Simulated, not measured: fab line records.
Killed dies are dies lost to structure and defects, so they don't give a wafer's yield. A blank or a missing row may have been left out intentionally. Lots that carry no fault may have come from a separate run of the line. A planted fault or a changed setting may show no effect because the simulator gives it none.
The tool behind it: which one? -- flow nand-harc -- 33 wafers from 11 lots sampled at 5 of the route's 1302 steps

WHAT THE GAUGES READ, wafer by wafer
NHARC_END_SORT_01. Usual: defect-limited-yield 91.4 %, standard deviation 2.4; killed-at-array 54, standard deviation 16; killed-at-other 0.6, standard deviation 0.86; killed-at-periphery 3.8, standard deviation 2.6; killed-dies 58, standard deviation 16; killed-open 3.3, standard deviation 1.8; killed-short 2.7, standard deviation 1.7; sort_bin_2_pct 3.1 %, standard deviation 1.1; sort_bin_3_pct 0.7 %, standard deviation 0.39; sort_bin_4_pct 4.8 %, standard deviation 1.3; sort-n-pass 619, standard deviation 16; sort-rim-yield-pct 89 %, standard deviation 6; sort-yield-pct 91.4 %, standard deviation 2.4.
lot,measured,on,defect-limited-yield (%),killed-at-array,killed-at-other,killed-at-periphery,killed-dies,killed-open,killed-short,sort_bin_2_pct (%),sort_bin_3_pct (%),sort_bin_4_pct (%),sort-n-pass,sort-rim-yield-pct (%),sort-yield-pct (%),flag
L296,day 24 19:59,prober-02,87.3 90.8 91.6,82 60 52,0 1 1,4 1 4,86 62 57,4 2 4,2 1 4,4.3 3.7 3.1,1.0 0.9 0.6,7.4 4.6 4.7,591 615 620,94 92 97,87.3 90.8 91.6,
L297,day 25 15:18,prober-02,95.1 95.6 94.7,30 24 30,0 0 3,3 6 3,33 30 36,5 6 3,2 3 4,1.2 1.3 0.6,0.1 0.4 0.4,3.5 2.7 4.3,644 647 641,92 90 92,95.1 95.6 94.7,
L298,day 26 12:31,prober-02,92.2 91.6 92.3,49 51 45,0 2 1,4 4 6,53 57 52,3 5 2,3 4 3,1.9 1.9 3.2,0.1 0.9 0.3,5.8 5.6 4.1,624 620 625,98 92 98,92.2 91.6 92.3,
L302,day 27 03:37,prober-02,87.7 87.1 90.3,80 83 64,2 0 1,1 4 1,83 87 66,2 7 1,2 5 1,4.3 4.6 5.0,1.0 1.5 0.3,6.9 6.8 4.4,594 590 611,96 93 94,87.7 87.1 90.3,
L307,day 29 03:35,prober-01,0 0 0,42 42 43,0 0 1,635 635 633,677 677 677,1 3 5,2 2 1,96.5 96.3 95.3,0.3 0.4 0.7,3.2 3.2 4.0,0 0 0,0 0 0,0 0 0,OFF
L308,day 30 13:27,prober-02,0 0 0,54 52 53,0 0 0,623 625 624,677 677 677,4 2 6,5 3 4,93.8 95.4 94.2,0.7 0.1 0.7,5.5 4.4 5.0,0 0 0,0 0 0,0 0 0,OFF
L314,day 31 21:56,prober-01,90.1 91.6 91.3,63 53 53,0 0 1,4 4 5,67 57 59,6 2 4,3 5 0,4.7 3.7 4.7,0.9 0.9 0.1,4.3 3.8 3.8,610 620 618,75 81 77,90.1 91.6 91.3,
L315,day 33 06:49,prober-02,91.1 91.6 90.3,53 54 62,2 0 1,5 3 3,60 57 66,2 4 5,1 1 3,3.7 2.8 3.7,1.0 0.4 0.7,4.1 5.2 5.3,617 620 611,77 78 78,91.1 91.6 90.3,
L316,day 33 12:59,prober-01,91.9 92.3 90.5,52 47 58,1 1 2,2 4 4,55 52 64,4 2 2,2 1 2,3.0 3.0 2.5,0.6 0.3 0.4,4.6 4.4 6.5,622 625 613,77 83 80,91.9 92.3 90.5,
L317,day 33 07:35,prober-01,93.6 95.0 94.2,37 33 34,2 1 3,4 0 2,43 34 39,4 4 3,3 4 3,1.8 1.3 2.4,0.4 0.4 0.1,4.1 3.2 3.2,634 643 638,89 91 91,93.6 95.0 94.2,
L318,day 33 19:35,prober-02,93.6 92.3 93.4,39 49 39,0 0 0,4 3 6,43 52 45,2 4 5,1 3 1,2.2 2.8 1.8,0.4 0 0.6,3.7 4.9 4.3,634 625 632,91 89 92,93.6 92.3 93.4,

EACH LOT AND THE TOOL THAT RAN IT (in order: tool; ch and the chambers of the sampled wafers; start)
lot,NHARC_P_CONTACT_STRIP_28,NHARC_P_M0_ETCH_34,NHARC_P_M0_ETCH_15,NHARC_P_M0_PRE_CLEAN_29
L296,"rie-diel-07 ch 0,1,2, day 6 12:20","rie-diel-13 ch 1,3, day 6 15:44","rie-diel-13 ch 0,1, day 24 19:59 or earlier","pvd-sputter-01, day 24 19:59 or earlier"
L297,"rie-diel-07 ch 1,3, day 6 19:14","rie-diel-13 ch 1,2,3, day 6 22:33","rie-diel-13 ch 0,3, day 25 15:18 or earlier","pvd-sputter-02, day 25 15:18 or earlier"
L298,"rie-diel-03 ch 2,3, day 7 05:00","rie-diel-13 ch 2,3, day 7 08:28","rie-diel-13 ch 2,3, day 26 12:31 or earlier","pvd-sputter-01, day 26 12:31 or earlier"
L302,"rie-diel-03 ch 1,2,3, day 9 01:08","rie-diel-06 ch 1,2,3, day 9 04:25","rie-diel-06 ch 0,1,3, day 27 03:37 or earlier","pvd-sputter-02, day 27 03:37 or earlier"
L307,"rie-diel-03 ch 1,2, day 10 20:48","rie-diel-06 ch 0,1,2, day 11 00:01","rie-diel-06 ch 0,1,3, day 11 00:07","pvd-sputter-01, day 29 03:35 or earlier"
L308,"rie-diel-03 ch 0,1, day 11 21:04","rie-diel-13 ch 0,3, day 12 00:23","rie-diel-13 ch 0,1,2, day 12 00:29","pvd-sputter-03, day 30 13:27 or earlier"
L314,"rie-diel-03 ch 0,1,3, day 13 17:10","rie-diel-13 ch 0,1, day 13 20:32","rie-diel-13 ch 0,1,3, day 31 21:56 or earlier","pvd-sputter-01, day 31 21:56 or earlier"
L315,"rie-diel-08 ch 0,1,3, day 14 07:08","rie-diel-13 ch 0,2,3, day 14 10:25","rie-diel-13 ch 0,1,2, day 33 06:49 or earlier","pvd-sputter-02, day 33 06:49 or earlier"
L316,"rie-diel-07 ch 1,2,3, day 14 14:44","rie-diel-06 ch 0,2,3, day 14 18:04","rie-diel-06 ch 0,2,3, day 33 12:59 or earlier","pvd-sputter-01, day 33 12:59 or earlier"
L317,"rie-diel-03 ch 0,2,3, day 15 01:11","rie-diel-09 ch 0,1,3, day 15 04:32","rie-diel-09 ch 0,1, day 33 07:35 or earlier","pvd-sputter-01, day 33 07:35 or earlier"
L318,"rie-diel-03 ch 0,1,2, day 15 12:34","rie-diel-09 ch 1,2, day 15 15:43","rie-diel-09 ch 0,1,2, day 33 19:35 or earlier","pvd-sputter-03, day 33 19:35 or earlier"
- NHARC_P_CONTACT_STRIP_28: strips in O2.
- NHARC_P_M0_ETCH_34: etches the open film in N2/H2, target depth 40 nm, overetch 12 nm, time 43.94 s.
- NHARC_P_M0_ETCH_15: etches the open film in C4F8/Ar, target depth 150 nm, overetch 15 nm, time 82.5 s.
- NHARC_P_M0_PRE_CLEAN_29: time 30 s.

AS READ BY THE TOOLS THEMSELVES (means over the sampled wafers that have a number; for cases with no such wafer, the mark the record gives instead)
NHARC_P_CONTACT_STRIP_28. Usual: drypump-motor-current-A 5.8 A, standard deviation 0.45; oes-product-au 0.999 a.u., standard deviation 0.0074; rf-vpp-V 58.1 V, standard deviation 0.84; showerhead-plenum-p-Torr 3.61 Torr, standard deviation 0.11; throttle-valve-pct 17.036 %, standard deviation 0.0088.
lot,tool,drypump-motor-current-A (A),oes-product-au (a.u.),rf-vpp-V (V),showerhead-plenum-p-Torr (Torr),throttle-valve-pct (%),flag
L296,rie-diel-07,5.6,0.997,57.4,3.64,17.030,
L297,rie-diel-07,5.9,0.992,58.3,3.57,17.036,
L298,rie-diel-03,5.8,0.997,58.0,3.66,17.041,
L302,rie-diel-03,5.9,0.995,58.8,3.63,17.040,
L307,rie-diel-03,5.9,0.991,57.7,3.66,17.038,
L308,rie-diel-03,6.0,1.005,58.0,3.63,17.036,
L314,rie-diel-03,5.8,0.998,58.4,3.65,17.035,
L315,rie-diel-08,5.6,1.000,57.9,3.52,17.041,
L316,rie-diel-07,5.9,1.007,58.1,3.56,17.034,
L317,rie-diel-03,5.7,1.004,58.8,3.70,17.049,
L318,rie-diel-03,5.8,0.996,58.0,3.68,17.032,

NHARC_P_M0_ETCH_34. Usual: for bias-w, 150.0 W with a standard deviation of 0.45; for chamber-pressure-mTorr, 29.999 mTorr with a standard deviation of 0.027; for drypump-motor-current-A, 5.70 A with a standard deviation of 0.24; for oes-product-au, 0.999 a.u. with a standard deviation of 0.0073; for rf-vpp-V, 431.5 V with a standard deviation of 2.4; for showerhead-plenum-p-Torr, 2.08 Torr with a standard deviation of 0.083; for throttle-valve-pct, 14.171 % with a standard deviation of 0.0096.
lot,tool,bias-w (W),chamber-pressure-mTorr (mTorr),drypump-motor-current-A (A),oes-product-au (a.u.),rf-vpp-V (V),showerhead-plenum-p-Torr (Torr),throttle-valve-pct (%),flag
L296,rie-diel-13,149.9,30.014,5.62,1.002,432.7,2.09,14.176,
L297,rie-diel-13,150.0,30.020,5.78,0.999,431.3,2.07,14.177,
L298,rie-diel-13,149.8,29.967,5.93,1.000,431.1,2.05,14.177,
L302,rie-diel-06,150.4,30.003,5.61,1.000,431.0,2.08,14.167,
L307,rie-diel-06,-,-,-,-,-,-,-,OFF
L308,rie-diel-13,-,-,-,-,-,-,-,OFF
L314,rie-diel-13,150.1,30.003,5.52,1.001,431.2,2.03,14.158,
L315,rie-diel-13,150.4,30.000,5.75,1.000,431.2,2.06,14.175,
L316,rie-diel-06,149.9,29.997,5.93,1.006,431.5,2.11,14.169,
L317,rie-diel-09,150.3,30.017,5.55,1.005,432.3,2.12,14.168,
L318,rie-diel-09,150.0,30.009,5.72,1.006,431.2,2.07,14.184,

NHARC_P_M0_ETCH_15. Usual: bias-w 300.0 W, standard deviation 0.87; chamber-pressure-mTorr 24.999 mTorr, standard deviation 0.02; oes-product-au 0.957 a.u., standard deviation 0.018; rf-vpp-V 441.7 V, standard deviation 2.4.
lot,tool,bias-w (W),chamber-pressure-mTorr (mTorr),oes-product-au (a.u.),rf-vpp-V (V),flag
L296,rie-diel-13,299.7,25.001,0.958,441.8,
L297,rie-diel-13,299.5,24.992,0.969,442.2,
L298,rie-diel-13,299.6,24.993,0.950,442.6,
L302,rie-diel-06,300.8,24.987,0.971,441.3,
L307,rie-diel-06,300.9,25.016,0.930,441.2,
L308,rie-diel-13,300.1,24.989,0.972,440.2,
L314,rie-diel-13,300.1,24.986,0.954,442.6,
L315,rie-diel-13,299.9,24.992,0.939,440.4,
L316,rie-diel-06,300.1,24.988,0.975,442.8,
L317,rie-diel-09,298.9,25.001,0.938,444.5,
L318,rie-diel-09,299.8,25.006,0.973,442.4,

NHARC_P_M0_PRE_CLEAN_29. Usual: heater-power-w reads 393 W (standard deviation 27).
lot,tool,heater-power-w (W),flag
L296,pvd-sputter-01,386,
L297,pvd-sputter-02,386,
L298,pvd-sputter-01,397,
L302,pvd-sputter-02,399,
L307,pvd-sputter-01,383,
L308,pvd-sputter-03,411,
L314,pvd-sputter-01,398,
L315,pvd-sputter-02,353,
L316,pvd-sputter-01,394,
L317,pvd-sputter-01,393,
L318,pvd-sputter-03,401,

THE ANSWER, worked out from the rows above alone
Rule: a lot counts as off when the mean over its wafers that have a number is more than 3 standard deviations away from the usual mean. A lot without any number at a reading at which 4 lots or more have one is off too. The other lots that the step has rows for count as sound. Order of review: gauges by route order, followed by the tools' own readings, for which a lot's mean as printed above is used. At the first step where some lot is off, the reading lying furthest off is the one used; lots without a number count as furthest.
Off at NHARC_END_SORT_01 (killed-at-periphery): L307, L308.
If a tool, at a process step before that reading, ran all the lots that are off and no sound lot after the first of them, it fits. Not tried: the gauges at NHARC_END_SORT_01; whatever is off there is also off at NHARC_P_M0_ETCH_34, on other tools, and gauge error can't account for it. Because NHARC_P_M0_ETCH_15 lacks a start for some lots, the hours and order of its lots are taken from NHARC_END_SORT_01. Because NHARC_P_M0_PRE_CLEAN_29 lacks a start for some lots, the hours and order of its lots are taken from NHARC_END_SORT_01. No candidate that was tried fits.

WHAT THE SIMULATOR HAD PUT IN
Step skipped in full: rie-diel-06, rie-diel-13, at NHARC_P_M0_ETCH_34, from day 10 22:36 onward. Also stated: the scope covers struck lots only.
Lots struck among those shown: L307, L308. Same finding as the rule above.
